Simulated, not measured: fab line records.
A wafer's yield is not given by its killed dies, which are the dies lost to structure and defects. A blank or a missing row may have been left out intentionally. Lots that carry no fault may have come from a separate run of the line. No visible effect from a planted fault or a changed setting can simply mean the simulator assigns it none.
fab line records	flow n5-finfet
record: lots: 11	wafers: 33	last-day: 16
route steps=1938 shown GATE_CUT@474 TV_OPEN@1887 PASSIVATION@1931
lots untouched by any fault: they come from a run of this same line in which no faults occurred
start-h: the number of hours between the record's first day and the start of the first shown wafer of the lot	wait-h: hours elapsed since this lot's preceding step	" repeats the value in the row above	L1.1+2: one row covering several wafers at once	- no value, or no start given	* or withheld: withheld	< > ~ a bound
route shown NAME@n: names a module that has steps shown in the file, with the first one's number in the route	usual: mean/standard deviation of fault-free wafers	same: alike in all rows	chamber/n: place in a boat	sites: each site's reading	_std_site: standard deviation of those values	_edge_site: outer sites' mean less inner sites'	radius-mm: for every site, how far away it sits from the centre of the wafer	mask NAME#n: copy n	behind: tool/chamber where the wafer was last shaped	hold: reason for holding the lot/hours on hold/outcome of the hold	device: the transistor (n, p or np) that didn't switch	end of line: at the end of the route, the tests of the same wafers	a step given without rows: its recipe and nothing more	killed: at the first sort, the dies lost to defects and structure; wafer yield is something else	map: shows each die of a wafer: x if killed, . if not, _ if none is there
set.NAME: the run value of the setting; set.NAME@STEP: its run value at that earlier step	model.NAME: the simulator's own value behind a step, which no gauge read
steps of the route over a sample of lots; a table a step, a row a wafer
services: from which hour (start-h, from the record's first day; less than 0 if before it) a tool's chamber was out of use, for how many hours, and why
== steps ==
step: N5_GATE_CUT_PECVD_57
recipe: material: SiNx	target-thk-a: 210	temp-c: 400	precursor: SiH4/NH3/N2	pressure-torr: 1.5	rf-w: 300
usual: heater-power-w: 754/91	showerhead-plenum-p-Torr: 5.14/0.047	throttle-valve-pct: 40.0/3
lot.wafer	tool	chamber	start-h	wait-h	heater-power-w	showerhead-plenum-p-Torr	throttle-valve-pct
L531.3	pecvd-03	1	84.28	1.1	796	5.15	38.4
L531.5	"	2	"	"	809	5.17	39.2
L531.6	"	1	"	"	807	5.15	38.4
L532.2	pecvd-03	0	90.74	1.1	826	5.21	40.1
L532.4	"	2	"	"	820	5.17	39.6
L532.6	"	1	"	"	840	5.15	38.7
L533.1	pecvd-04	0	93.82	1.1	738	5.08	45.9
L533.4	"	0	"	"	715	5.07	45.8
L533.5	"	2	"	"	862	5.11	37.2
L534.1	pecvd-04	0	100.64	1.1	830	5.08	45.6
L534.4	"	2	"	"	741	5.11	37.1
L534.6	"	0	"	"	823	5.07	45.6
L538.1	pecvd-04	2	126.39	1.1	799	5.10	37.0
L538.2	"	0	"	"	734	5.08	45.7
L538.5	"	0	"	"	740	5.07	46.0
L542.1	pecvd-04	2	149.26	1.1	855	5.11	37.2
L542.2	"	1	"	"	615	5.17	37.1
L542.5	"	2	"	"	865	5.11	37.3
L543.2	pecvd-04	1	158.01	1.1	644	5.17	37.2
L543.3	"	0	"	"	808	5.08	45.7
L543.5	"	2	"	"	829	5.13	37.1
L544.1	pecvd-04	2	160.14	1.1	790	5.11	37.2
L544.4	"	1	"	"	691	5.15	37.0
L544.5	"	2	"	"	799	5.11	37.1
L546.1	pecvd-04	2	175.43	1.1	818	5.11	37.4
L546.5	"	0	"	"	805	5.06	45.8
L546.6	"	1	"	"	650	5.16	37.4
L547.3	pecvd-04	1	180.19	1.1	715	5.16	37.2
L547.4	"	2	"	"	788	5.09	37.2
L547.6	"	0	"	"	744	5.07	45.9
L548.1	pecvd-04	1	186.14	1.1	727	5.17	37.1
L548.5	"	2	"	"	852	5.11	37.4
L548.6	"	1	"	"	714	5.15	37.3
step: N5_PASSIVATION_PASS_ETCH_74
recipe: chemistry: CF4/O2	target: SiNx	target-depth-a: 2200	time-s: 110	ion-energy-ev: 100	pressure-mtorr: 40	source-w: 535	bias-w: 49	Ar_flow_sccm: 100	cf4-flow-sccm: 100	O2_flow_sccm: 10
usual: cf4-flow-sccm: 100.1/0.32	drypump-motor-current-A: 5.8/0.49	oes_f_703_au: 0.82/0.11	oes_o_777_au: 0.83/0.1	oes-product-au: 0.82/0.1	rf-vpp-V: 242/9.4	showerhead-plenum-p-Torr: 2.22/0.077	throttle-valve-pct: 15.95/0.23
lot.wafer	tool	chamber	start-h	wait-h	cf4-flow-sccm	drypump-motor-current-A	oes_f_703_au	oes_o_777_au	oes-product-au	rf-hours-counter-h	rf-vpp-V	showerhead-plenum-p-Torr	throttle-valve-pct
L531.3	rie-diel-03	1	257.80	0.0	100.2	5.7	0.74	0.77	0.74	208	239	2.10	16.25
L531.5	"	0	"	"	99.9	5.6	0.74	0.72	0.71	-	233	2.26	16.47
L531.6	"	1	"	"	100.5	5.7	0.74	0.76	0.75	-	239	2.10	16.24
L532.2	rie-diel-01	3	261.38	0.0	100.0	6.6	0.68	0.72	0.70	197	259	2.27	16.25
L532.4	"	3	"	"	100.4	6.6	0.68	0.72	0.71	-	259	2.27	16.25
L532.6	"	0	"	"	100.0	5.5	0.85	0.82	0.84	-	240	2.23	15.77
L533.1	rie-diel-01	2	278.00	0.0	100.4	5.7	0.97	1.01	1.00	2	253	2.17	16.01
L533.4	"	0	"	"	100.2	5.6	0.84	0.81	0.83	-	240	2.23	15.77
L533.5	"	2	"	"	100.0	5.7	0.98	1.01	1.01	-	255	2.17	15.99
L534.1	rie-diel-02	1	288.85	0.0	100.6	6.2	0.70	0.70	0.71	221	240	2.18	15.98
L534.4	"	0	"	"	100.4	5.2	0.75	0.81	0.79	64	247	2.16	15.94
L534.6	"	2	"	"	99.9	5.6	0.69	0.70	0.70	-	245	2.08	16.08
L538.1	rie-diel-02	0	302.24	0.0	99.9	5.3	0.76	0.81	0.79	68	244	2.16	15.95
L538.2	"	1	"	"	100.0	6.3	0.70	0.70	0.70	225	238	2.18	15.99
L538.5	"	3	"	"	100.0	5.5	0.84	0.90	0.82	-	232	2.31	15.72
L543.2	rie-diel-01	2	336.90	0.0	99.9	5.7	0.91	0.95	0.94	19	255	2.16	16.04
L543.3	"	3	"	"	100.1	6.6	0.67	0.70	0.69	219	259	2.26	16.30
L543.5	"	3	"	"	100.0	6.6	0.66	0.70	0.69	-	259	2.26	16.30
L542.1	rie-diel-01	1	341.57	0.0	100.2	6.6	0.97	0.93	0.96	13	229	2.36	15.49
L542.2	"	2	"	"	99.8	5.7	0.92	0.95	0.94	20	253	2.16	16.04
L542.5	"	3	"	"	100.0	6.6	0.66	0.70	0.69	-	260	2.26	16.29
L544.1	rie-diel-01	0	347.64	0.0	99.8	5.6	0.82	0.79	0.80	83	240	2.22	15.82
L544.4	"	2	"	"	100.2	5.7	0.91	0.95	0.94	22	254	2.16	16.05
L544.5	"	2	"	"	99.7	5.7	0.92	0.95	0.93	-	254	2.16	16.04
L546.1	rie-diel-01	1	371.46	0.0	100.3	6.6	0.96	0.90	0.94	21	230	2.36	15.49
L546.5	"	1	"	"	99.8	6.6	0.96	0.90	0.94	-	228	2.35	15.52
L546.6	"	2	"	"	100.5	5.7	0.89	0.93	0.91	-	253	2.16	16.07
L548.1	rie-diel-01	1	380.46	0.0	100.5	6.6	0.95	0.89	0.92	25	226	2.35	15.51
L548.5	"	2	"	"	99.9	5.7	0.89	0.92	0.91	-	255	2.16	16.07
L548.6	"	1	"	"	100.0	6.6	0.95	0.89	0.92	-	228	2.35	15.52
L547.3	rie-diel-03	0	383.67	0.0	100.5	5.7	0.96	0.93	0.95	27	233	2.24	16.01
L547.4	"	2	"	"	100.2	5.3	0.93	0.91	0.92	34	234	2.25	15.82
L547.6	"	1	"	"	99.9	5.7	0.71	0.73	0.70	-	237	2.08	16.31
step: N5_PASSIVATION_STRIP_48
recipe: chemistry: O2	power-w: 600	temp-c: 60	pressure-mtorr: 30	rf-frequency-hz: 6e+07	bias-power-w: 0	overash-fraction: 0.5	o2-flow-sccm: 225
usual: drypump-motor-current-A: 5.9/0.47	oes-product-au: 0.83/0.085	rf-vpp-V: 3.7/2.5	showerhead-plenum-p-Torr: 2.09/0.093	temp-c: 60.00/0.12	throttle-valve-pct: 16.56/0.2
lot.wafer	tool	chamber	start-h	wait-h	drypump-motor-current-A	oes-product-au	rf-hours-counter-h	rf-vpp-V	showerhead-plenum-p-Torr	temp-c	throttle-valve-pct
L531.3	rie-diel-05	0	261.92	0.1	5.7	0.92	15	5.2	2.27	60.11	16.58
L531.5	"	3	"	"	5.6	0.95	-	7.2	2.05	60.02	16.48
L531.6	"	0	"	"	5.7	0.93	-	5.9	2.27	60.34	16.66
L532.2	rie-diel-06	3	266.33	0.1	6.4	0.80	90	7.1	2.01	60.08	16.42
L532.4	"	0	"	"	6.6	0.87	15	10.5	2.05	60.01	16.54
L532.6	"	3	"	"	6.4	0.80	-	5.5	2.01	59.98	16.54
L533.1	rie-diel-05	3	282.03	0.1	5.6	0.95	18	1.3	2.04	59.94	16.55
L533.4	"	2	"	"	5.1	0.68	247	1.7	2.15	60.28	16.65
L533.5	"	3	"	"	5.6	0.92	-	2.5	2.04	60.08	16.46
L534.1	rie-diel-06	3	293.76	0.1	6.5	0.80	97	1.1	2.00	60.16	16.58
L534.4	"	0	"	"	6.6	0.87	22	2.8	2.05	59.83	16.46
L534.6	"	1	"	"	6.0	0.98	-	11.6	2.07	60.05	16.70
L538.1	rie-diel-06	0	307.39	0.1	6.6	0.87	29	5.7	2.05	60.05	16.60
L538.2	"	1	"	"	6.0	0.90	22	2.0	2.07	60.10	16.62
L538.5	"	1	"	"	6.0	0.90	-	5.1	2.07	60.11	16.65
L543.2	rie-diel-06	3	341.66	0.1	6.5	0.77	115	4.2	2.00	60.12	16.55
L543.3	"	1	"	"	6.0	0.90	35	0	2.06	60.05	16.76
L543.5	"	1	"	"	6.0	0.88	-	3.4	2.06	59.79	16.73
L542.1	rie-diel-06	0	346.64	0.1	6.6	0.83	44	6.9	2.04	60.09	16.60
L542.2	"	1	"	"	5.9	0.88	38	7.6	2.06	59.93	16.80
L542.5	"	0	"	"	6.7	0.88	-	1.7	2.04	59.95	16.59
L544.1	rie-diel-05	3	352.42	0.1	5.6	0.88	40	8.2	2.03	60.00	16.53
L544.4	"	0	"	"	5.7	0.85	43	4.3	2.26	60.02	16.69
L544.5	"	3	"	"	5.6	0.90	-	1.5	2.04	59.90	16.61
L546.1	rie-diel-04	3	375.42	0.1	5.3	0.79	103	4.5	2.02	60.03	16.34
L546.5	"	0	"	"	5.7	0.88	-	2.7	2.24	59.98	16.40
L546.6	"	2	"	"	5.9	0.67	-	1.7	2.16	59.96	17.00
L548.1	rie-diel-04	0	384.38	0.1	5.6	0.83	64	5.0	2.24	60.14	16.41
L548.5	"	2	"	"	5.8	0.66	-	0.1	2.16	59.79	17.07
L548.6	"	3	"	"	5.3	0.76	-	1.8	2.02	60.06	16.30
L547.3	rie-diel-05	0	387.61	0.1	5.7	0.82	55	0	2.25	59.83	16.68
L547.4	"	3	"	"	5.6	0.84	52	1.7	2.03	59.92	16.57
L547.6	"	0	"	"	5.7	0.82	-	3.8	2.26	59.98	16.69
step: N5_PASSIVATION_PROBE_49
usual: defect-limited-yield: 91.1/1.5	killed_at_M0_to_M3: 37/11	killed_at_M4_up: 13/5.6	killed-at-contacts: 12/5.6	killed-at-front-end: 39/11	killed-at-other: 4/3.1	killed-dies: 105/18	killed-on-rim: 14/3.8	killed-open: 69/13	killed-short: 35/7.4	sort_bin_4_leakage: 0.00/0.022	sort_bin_5_function: 5.1/0.92	sort_bin_6_memory: 3.4/0.76	sort_bin_8_speed: 0.02/0.11	sort-n-pass: 1075/18	sort-yield-pct: 91.1/1.5
same: gross-dies: 1180	killed-at-back-side: 0
lot.wafer	tool	chamber	start-h	wait-h	defect-limited-yield[%]	killed_at_M0_to_M3	killed_at_M4_up	killed-at-contacts	killed-at-front-end	killed-at-other	killed-dies	killed-on-rim	killed-open	killed-short	sort_bin_4_leakage[%]	sort_bin_5_function[%]	sort_bin_6_memory[%]	sort_bin_8_speed[%]	sort-n-pass	sort-yield-pct[%]
L531.3	prober-01	-	264.53	0.1	91.6	33	13	12	37	4	99	8	61	36	0	4.5	3.6	0.08	1081	91.6
L531.5	prober-01	-	264.63	0.2	91.4	38	15	19	29	1	102	11	55	47	0	4.5	3.3	0	1078	91.4
L531.6	prober-01	-	264.68	0.3	89.9	51	17	13	37	1	119	13	82	37	0	5.4	4.0	0	1061	89.9
L532.2	prober-02	-	269.13	0.1	90.7	42	10	14	43	1	110	8	80	30	0.08	5.4	3.4	0	1069	90.6
L532.4	prober-02	-	269.23	0.2	92.9	23	11	16	32	2	84	10	57	27	0	4.5	2.3	0	1096	92.9
L532.6	prober-02	-	269.33	0.3	93.0	19	10	13	41	0	83	7	52	31	0	3.6	3.0	0	1097	93.0
L533.1	prober-02	-	284.52	0.0	92.2	44	8	13	24	3	92	9	63	28	0	4.4	3.4	0	1088	92.2
L533.4	prober-02	-	284.67	0.2	90.6	44	19	15	32	1	111	11	74	37	0	5.4	3.8	0	1069	90.6
L533.5	prober-02	-	284.72	0.2	90.4	42	8	20	35	8	113	15	70	43	0	5.5	3.4	0	1067	90.4
L534.1	prober-01	-	296.91	0.7	90.4	33	23	8	43	6	113	13	73	28	0	5.3	3.4	0	1067	90.4
L534.4	prober-01	-	297.06	0.8	91.7	45	13	8	28	4	98	8	62	36	0	4.8	3.3	0	1082	91.7
L534.6	prober-01	-	297.16	0.9	91.4	37	11	15	35	3	101	14	70	29	0	5.1	3.4	0	1079	91.4
L538.1	prober-02	-	310.29	0.0	93.0	24	10	15	31	3	83	12	60	22	0	4.5	2.4	0.34	1093	92.6
L538.2	prober-02	-	310.34	0.1	91.9	26	16	19	33	1	95	13	62	33	0	5.0	2.5	0	1085	91.9
L538.5	prober-02	-	310.49	0.2	91.8	29	14	14	39	1	97	11	64	33	0	4.8	3.1	0	1083	91.8
L543.2	prober-01	-	344.24	0.1	94.1	28	8	3	25	6	70	10	46	23	0	3.0	2.7	0	1110	94.1
L543.3	prober-01	-	344.29	0.1	94.2	25	2	4	28	9	68	6	37	31	0	3.4	2.2	0	1112	94.2
L543.5	prober-01	-	344.39	0.2	91.4	49	7	8	33	4	101	11	73	28	0	5.0	3.5	0	1079	91.4
L542.1	prober-02	-	349.16	0.0	92.0	34	13	20	26	1	94	12	66	28	0	5.0	2.7	0	1086	92.0
L542.2	prober-02	-	349.21	0.1	90.5	40	7	30	33	2	112	17	71	41	0	5.3	3.6	0	1068	90.5
L542.5	prober-02	-	349.36	0.2	90.3	46	11	17	31	10	115	12	75	40	0	5.3	4.0	0	1065	90.3
L544.1	prober-01	-	354.93	0.0	91.3	30	17	9	39	8	103	14	64	39	0	5.7	2.7	0	1077	91.3
L544.4	prober-01	-	355.08	0.2	93.4	24	12	10	28	4	78	14	46	32	0	3.9	2.4	0.17	1100	93.2
L544.5	prober-01	-	355.13	0.2	93.9	18	16	13	22	3	72	8	51	21	0	3.6	2.2	0	1108	93.9
L546.1	prober-01	-	377.91	0.0	87.1	30	16	15	91	0	152	32	60	34	0	7.5	4.2	0	1028	87.1
L546.5	prober-01	-	378.11	0.2	83.3	27	10	10	146	4	197	10	53	34	0	10.0	5.0	0	983	83.3
L546.6	prober-01	-	378.16	0.3	89.1	26	6	11	86	0	129	23	60	37	0	6.9	3.5	0	1051	89.1
L547.3	prober-02	-	390.29	0.1	89.3	27	10	11	77	1	126	19	56	38	0	5.8	3.9	0	1054	89.3
L547.4	prober-02	-	390.34	0.2	86.8	35	15	13	92	1	156	25	57	35	0	8.6	3.6	0	1024	86.8
L547.6	prober-02	-	390.44	0.3	83.8	32	16	12	129	2	191	19	63	34	0	10.3	4.8	0	989	83.8
L548.1	prober-02	-	395.17	0.0	88.1	20	10	18	88	4	140	30	73	34	0	6.9	3.9	0	1040	88.1
L548.5	prober-02	-	395.37	0.2	87.5	23	11	4	107	2	147	32	61	26	0	7.4	3.6	0	1033	87.5
L548.6	prober-02	-	395.42	0.3	88.6	32	15	6	80	2	135	23	67	32	0	6.8	3.6	0	1045	88.6
killed by level:class
L531.3 BEOL_M3:geometric-particle:open=10 MOL_CONTACT_COAG:geometric-particle:open=8 FIN_SAQP:geometric-particle:open=6 FIN_SAQP:geometric-particle:short=6 BEOL_M4:geometric-particle:open=6 BEOL_M0_SAQP:geometric-particle:short=5 BEOL_M0_SAQP:geometric-particle:open=5 STARTING-WAFER:geometric-particle:short=5
L531.5 BEOL_M0_SAQP:geometric-particle:short=15 MOL_CONTACT_COAG:geometric-particle:open=12 MOL_CONTACT_COAG:geometric-particle:short=7 BEOL_M3:geometric-particle:open=7 FIN_SAQP:geometric-particle:short=6 BEOL_M0_SAQP:geometric-particle:open=6 FIN_SAQP:geometric-particle:open=5 GATE_CUT:geometric-particle:short=4
L531.6 BEOL_M0_SAQP:geometric-particle:open=13 BEOL_M3:geometric-particle:open=12 MOL_CONTACT_COAG:geometric-particle:open=11 FIN_SAQP:geometric-particle:open=10 BEOL_M0_SAQP:geometric-particle:short=10 BEOL_M4:geometric-particle:open=7 FIN_SAQP:geometric-particle:short=6 GATE_CUT:geometric-particle:short=6
L532.2 BEOL_M0_SAQP:geometric-particle:open=12 MOL_CONTACT_COAG:geometric-particle:open=11 BEOL_M2:geometric-particle:open=11 DUMMY_GATE:geometric-particle:open=9 STI_FIN_REVEAL:geometric-particle:open=7 GATE_CUT:geometric-particle:short=7 GATE_CUT:geometric-particle:open=6 BEOL_M3:geometric-particle:open=5
L532.4 MOL_CONTACT_COAG:geometric-particle:open=12 BEOL_M2:geometric-particle:open=9 GATE_CUT:geometric-particle:short=7 GATE_CUT:geometric-particle:open=6 FIN_SAQP:geometric-particle:open=4 MOL_CONTACT_COAG:geometric-particle:short=4 BEOL_M0_SAQP:geometric-particle:open=4 BEOL_M3:geometric-particle:open=4
L532.6 MOL_CONTACT_COAG:geometric-particle:open=10 GATE_CUT:geometric-particle:short=9 FIN_SAQP:geometric-particle:short=8 BEOL_M1:geometric-particle:open=6 DUMMY_GATE:geometric-particle:open=5 FIN_SAQP:geometric-particle:open=4 STI_FIN_REVEAL:geometric-particle:open=4 BEOL_M2:geometric-particle:open=4
L533.1 MOL_CONTACT_COAG:geometric-particle:open=11 BEOL_M2:geometric-particle:open=10 FIN_SAQP:geometric-particle:open=8 BEOL_M0_SAQP:geometric-particle:open=8 BEOL_M1:geometric-particle:open=8 FIN_SAQP:geometric-particle:short=6 BEOL_M0_SAQP:geometric-particle:short=5 BEOL_M0:geometric-particle:open=3
L533.4 BEOL_M0_SAQP:geometric-particle:short=12 BEOL_M0_SAQP:geometric-particle:open=11 MOL_CONTACT_COAG:geometric-particle:open=10 BEOL_M4:geometric-particle:open=7 BEOL_M3:geometric-particle:open=6 DUMMY_GATE:geometric-particle:open=6 BEOL_M1:geometric-particle:open=6 MOL_CONTACT_COAG:geometric-particle:short=5
L533.5 MOL_CONTACT_COAG:geometric-particle:open=15 BEOL_M0_SAQP:geometric-particle:short=12 FIN_SAQP:geometric-particle:open=11 BEOL_M1:geometric-particle:open=8 FIN_SAQP:geometric-particle:short=6 BEOL_M2:geometric-particle:open=6 MOL_CONTACT_COAG:geometric-particle:short=5 MIM_TOP:geometric-particle:open=4
L534.1 STI_FIN_REVEAL:geometric-particle:open=11 DUMMY_GATE:geometric-particle:open=9 BEOL_M2:geometric-particle:open=9 HKMG_FIN:area-etch=8 GATE_CUT:geometric-particle:short=7 MOL_CONTACT_COAG:geometric-particle:open=7 BEOL_M7:geometric-particle:open=7 BEOL_M0_SAQP:geometric-particle:short=6
L534.4 BEOL_M0_SAQP:geometric-particle:short=10 BEOL_M3:geometric-particle:open=9 STI_FIN_REVEAL:geometric-particle:open=7 BEOL_M1:geometric-particle:open=6 BEOL_M2:geometric-particle:open=6 MOL_CONTACT_COAG:geometric-particle:open=5 GATE_CUT:geometric-particle:open=4 BEOL_M0_SAQP:geometric-particle:open=4
L534.6 MOL_CONTACT_COAG:geometric-particle:open=12 GATE_CUT:geometric-particle:open=8 BEOL_M0_SAQP:geometric-particle:short=7 BEOL_M0_SAQP:geometric-particle:open=7 BEOL_M1:geometric-particle:open=7 BEOL_M2:geometric-particle:open=7 STI_FIN_REVEAL:geometric-particle:open=5 FIN_SAQP:geometric-particle:open=4
L538.1 MOL_CONTACT_COAG:geometric-particle:open=11 STI_FIN_REVEAL:geometric-particle:open=10 BEOL_M0_SAQP:geometric-particle:short=7 BEOL_M0_SAQP:geometric-particle:open=7 BEOL_M4:geometric-particle:open=7 FIN_SAQP:geometric-particle:open=5 BEOL_M2:geometric-particle:open=5 FIN_SAQP:geometric-particle:short=4
L538.2 MOL_CONTACT_COAG:geometric-particle:open=11 MOL_CONTACT_COAG:geometric-particle:short=8 BEOL_M4:geometric-particle:open=8 STI_FIN_REVEAL:geometric-particle:open=7 DUMMY_GATE:geometric-particle:open=7 FIN_SAQP:geometric-particle:open=6 BEOL_M3:geometric-particle:open=6 BEOL_M1:geometric-particle:open=5
L538.5 STI_FIN_REVEAL:geometric-particle:open=14 FIN_SAQP:geometric-particle:short=9 MOL_CONTACT_COAG:geometric-particle:open=9 BEOL_M3:geometric-particle:open=8 DUMMY_GATE:geometric-particle:open=5 MOL_CONTACT_COAG:geometric-particle:short=5 BEOL_M0_SAQP:geometric-particle:short=5 BEOL_M0_SAQP:geometric-particle:open=4
L543.2 BEOL_M2:geometric-particle:open=9 BEOL_M0_SAQP:geometric-particle:open=6 BEOL_M2:geometric-particle:short=5 STI_FIN_REVEAL:geometric-particle:open=4 ILD0:geometric-particle:open=4 GATE_CUT:geometric-particle:open=4 FIN_SAQP:geometric-particle:short=3 ILD0:geometric-particle:short=3
L543.3 BEOL_M0_SAQP:geometric-particle:short=10 FIN_SAQP:geometric-particle:short=5 STI_FIN_REVEAL:geometric-particle:open=5 GATE_CUT:geometric-particle:short=5 BEOL_M3:geometric-particle:open=4 DUMMY_GATE:geometric-particle:open=3 MOL_CONTACT_COAG:geometric-particle:open=3 BEOL_M0_SAQP:geometric-particle:open=3
L543.5 BEOL_M0_SAQP:geometric-particle:open=15 BEOL_M0_SAQP:geometric-particle:short=12 DUMMY_GATE:geometric-particle:open=11 BEOL_M0:geometric-particle:open=7 BEOL_M2:geometric-particle:open=7 STI_FIN_REVEAL:geometric-particle:open=6 MOL_CONTACT_COAG:geometric-particle:open=6 GATE_CUT:geometric-particle:open=3
L542.1 MOL_CONTACT_COAG:geometric-particle:open=17 BEOL_M4:geometric-particle:open=10 BEOL_M3:geometric-particle:open=8 BEOL_M0_SAQP:geometric-particle:short=7 BEOL_M0_SAQP:geometric-particle:open=5 BEOL_M1:geometric-particle:short=5 FIN_SAQP:geometric-particle:open=4 GATE_CUT:geometric-particle:short=4
L542.2 MOL_CONTACT_COAG:geometric-particle:open=24 BEOL_M0_SAQP:geometric-particle:short=13 BEOL_M3:geometric-particle:open=10 BEOL_M0_SAQP:geometric-particle:open=8 FIN_SAQP:geometric-particle:open=7 DUMMY_GATE:geometric-particle:open=6 MOL_CONTACT_COAG:geometric-particle:short=6 BEOL_M1:geometric-particle:open=5
L542.5 BEOL_M0_SAQP:geometric-particle:open=17 MOL_CONTACT_COAG:geometric-particle:open=14 BEOL_M3:geometric-particle:open=8 BEOL_M0_SAQP:geometric-particle:short=7 FIN_SAQP:geometric-particle:open=5 GATE_CUT:geometric-particle:short=5 BEOL_M2:geometric-particle:short=5 ILD0:geometric-particle:short=4
L544.1 FIN_SAQP:geometric-particle:short=10 FIN_SAQP:geometric-particle:open=10 BEOL_M4:geometric-particle:open=10 BEOL_M0_SAQP:geometric-particle:short=8 BEOL_M0_SAQP:geometric-particle:open=6 MOL_CONTACT_COAG:geometric-particle:short=5 BEOL_M3:geometric-particle:open=5 STARTING-WAFER:geometric-particle:open=5
L544.4 MOL_CONTACT_COAG:geometric-particle:open=7 BEOL_M0_SAQP:geometric-particle:open=5 BEOL_M1:geometric-particle:open=5 FIN_SAQP:geometric-particle:short=4 FIN_SAQP:geometric-particle:open=4 BEOL_M0_SAQP:geometric-particle:short=4 BEOL_M5:geometric-particle:open=4 DUMMY_GATE:geometric-particle:open=3
L544.5 MOL_CONTACT_COAG:geometric-particle:open=11 BEOL_M4:geometric-particle:open=7 BEOL_M1:geometric-particle:open=7 STI_FIN_REVEAL:geometric-particle:open=6 BEOL_M0_SAQP:geometric-particle:short=4 FIN_SAQP:geometric-particle:open=3 BEOL_M3:geometric-particle:open=3 BEOL_M6:geometric-particle:open=3
L546.1 GATE_CUT:unspecified=57 MOL_CONTACT_COAG:geometric-particle:open=13 FIN_SAQP:geometric-particle:short=10 BEOL_M0_SAQP:geometric-particle:short=9 BEOL_M2:geometric-particle:open=9 FIN_SAQP:geometric-particle:open=7 BEOL_M0_SAQP:geometric-particle:open=7 BEOL_M4:geometric-particle:open=7
L546.5 GATE_CUT:unspecified=110 BEOL_M0_SAQP:geometric-particle:open=9 MOL_CONTACT_COAG:geometric-particle:open=8 FIN_SAQP:geometric-particle:open=7 GATE_CUT:geometric-particle:short=7 BEOL_M0_SAQP:geometric-particle:short=7 FIN_SAQP:geometric-particle:short=6 STI_FIN_REVEAL:geometric-particle:open=4
L546.6 GATE_CUT:unspecified=32 FIN_SAQP:geometric-particle:short=14 FIN_SAQP:geometric-particle:open=10 MOL_CONTACT_COAG:geometric-particle:open=9 STI_FIN_REVEAL:geometric-particle:open=6 BEOL_M1:geometric-particle:open=6 BEOL_M3:geometric-particle:open=6 STARTING-WAFER:geometric-particle:short=6
L547.3 GATE_CUT:unspecified=32 STI_FIN_REVEAL:geometric-particle:open=13 FIN_SAQP:geometric-particle:short=12 FIN_SAQP:geometric-particle:open=9 MOL_CONTACT_COAG:geometric-particle:open=7 BEOL_M4:geometric-particle:open=6 GATE_CUT:geometric-particle:short=6 BEOL_M3:geometric-particle:open=6
L547.4 GATE_CUT:unspecified=62 MOL_CONTACT_COAG:geometric-particle:open=11 BEOL_M0_SAQP:geometric-particle:short=11 GATE_CUT:geometric-particle:short=10 BEOL_M3:geometric-particle:open=7 STI_FIN_REVEAL:geometric-particle:open=6 BEOL_M2:geometric-particle:open=6 BEOL_M4:geometric-particle:open=6
L547.6 GATE_CUT:unspecified=94 BEOL_M0_SAQP:geometric-particle:short=12 MOL_CONTACT_COAG:geometric-particle:open=11 STI_FIN_REVEAL:geometric-particle:open=8 BEOL_M0_SAQP:geometric-particle:open=8 BEOL_M4:geometric-particle:open=8 FIN_SAQP:geometric-particle:short=6 BEOL_M3:geometric-particle:open=6
L548.1 GATE_CUT:unspecified=33 FIN_SAQP:geometric-particle:open=23 FIN_SAQP:geometric-particle:short=13 MOL_CONTACT_COAG:geometric-particle:open=13 BEOL_M0_SAQP:geometric-particle:short=8 STI_FIN_REVEAL:geometric-particle:open=5 MOL_CONTACT_COAG:geometric-particle:short=5 BEOL_M2:geometric-particle:open=4
L548.5 GATE_CUT:unspecified=60 FIN_SAQP:geometric-particle:open=17 STI_FIN_REVEAL:geometric-particle:open=8 BEOL_M0_SAQP:geometric-particle:short=7 FIN_SAQP:geometric-particle:short=6 BEOL_M0_SAQP:geometric-particle:open=6 GATE_CUT:geometric-particle:short=4 BEOL_M2:geometric-particle:open=4
L548.6 GATE_CUT:unspecified=35 FIN_SAQP:geometric-particle:open=12 BEOL_M0_SAQP:geometric-particle:open=12 BEOL_M0_SAQP:geometric-particle:short=8 GATE_CUT:geometric-particle:short=7 GATE_CUT:geometric-particle:open=7 STI_FIN_REVEAL:geometric-particle:open=5 MOL_CONTACT_COAG:geometric-particle:open=5
== services ==
tool	chamber	start-h	hours	kind
rie-diel-05	-	63.26	0.9	repair
rie-diel-03	1	76.00	12.8	repair
pecvd-04	-	85.19	0.5	repair
rie-diel-05	2	90.55	4.2	repair
pecvd-03	2	92.75	11.3	repair
rie-diel-01	-	94.55	4.1	repair
rie-diel-06	0	107.86	29.5	repair
rie-diel-05	2	112.56	7.4	repair
rie-diel-04	2	130.36	10.1	repair
rie-diel-05	3	134.08	65.0	repair
rie-diel-05	1	183.09	9.7	repair
rie-diel-02	-	204.96	14.6	pm
rie-diel-05	3	209.61	4.5	repair
rie-diel-01	3	218.89	5.0	repair
rie-diel-05	0	223.81	5.5	repair
rie-diel-01	2	237.75	12.4	repair
rie-diel-06	-	267.21	0.6	repair
rie-diel-06	-	275.37	4.3	pm
rie-diel-06	2	294.86	13.9	repair
rie-diel-01	1	326.94	2.6	repair
rie-diel-05	-	333.69	15.6	pm
rie-diel-06	3	352.68	16.5	repair
rie-diel-01	-	381.04	0.8	repair
rie-diel-01	1	387.40	9.6	repair
== key ==
first-sign: step: N5_PASSIVATION_PROBE_49	reading: killed-at-front-end	direction: up	sigmas: 5.5	usual: 39	struck: 100
effect: step: N5_PASSIVATION_PROBE_49	reading: defect-limited-yield	direction: down	sigmas: 2.7	usual: 91.1	struck: 87.1	wafers-moved: 5
more-kills-born-at: N5_GATE_CUT_PECVD_57@pecvd-04: 515
met-at N5_GATE_CUT_PECVD_57
struck-lots L546,L547,L548
not-acting-at N5_PASSIVATION_PASS_ETCH_74,N5_PASSIVATION_STRIP_48
onset-between 160.14 175.43
also-fits time
fault: kind: chamber-particle-source	tool: pecvd-04	chamber: -	onset-h: 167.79	steps: N5_GATE_CUT_PECVD_57	rate-per-visit-cm2: 0.47814	end-h: 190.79
